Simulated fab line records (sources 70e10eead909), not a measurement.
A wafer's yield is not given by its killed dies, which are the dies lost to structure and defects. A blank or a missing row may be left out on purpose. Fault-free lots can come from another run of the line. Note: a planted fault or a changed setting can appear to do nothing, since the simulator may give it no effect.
Which of the tools did it? ; flow nand-harc ; 6 lots, 18 wafers sampled, at 1 step of a route of 1302

## WHAT THE GAUGES READ, wafer by wafer
NHARC_P_M1_INSPECT_11.
lot;measured;on;raw-defect-count
L338;day 6 14:52;defect-inspect-01;3 2 2
L340;day 7 08:55;defect-inspect-02;4 0 3
L348;day 11 00:57;defect-inspect-01;4 2 4
L352;day 12 13:26;defect-inspect-01;7 2 4
L356;day 14 09:30;defect-inspect-02;6 5 0
L358;day 14 21:55;defect-inspect-02;3 7 5

## WHICH TOOL RAN EACH LOT (tool, then ch and the chambers of the sampled wafers, then the start)
Before these readings, the record contains no process step.

## THE ANSWER, worked out from the rows above alone
Rule: the usual values come from the lots themselves. Put in order of their means at a reading, lots are off if they are a third of the lots or fewer, leave a main group of 4 or more, and stand apart from it by a gap of 3 or more times the standard deviation of the main group's means; of several such gaps the widest counts. If all means in a main group match to the digits the tables above print for the reading, that group is not used. Also off: a lot with no number at a reading for which 4 or more lots have one. Where the step has rows for the other lots, those lots are counted as sound.
No lot is off on any of the readings shown, so nothing can be concluded from this.

## WHAT THE SIMULATOR HAD PUT IN
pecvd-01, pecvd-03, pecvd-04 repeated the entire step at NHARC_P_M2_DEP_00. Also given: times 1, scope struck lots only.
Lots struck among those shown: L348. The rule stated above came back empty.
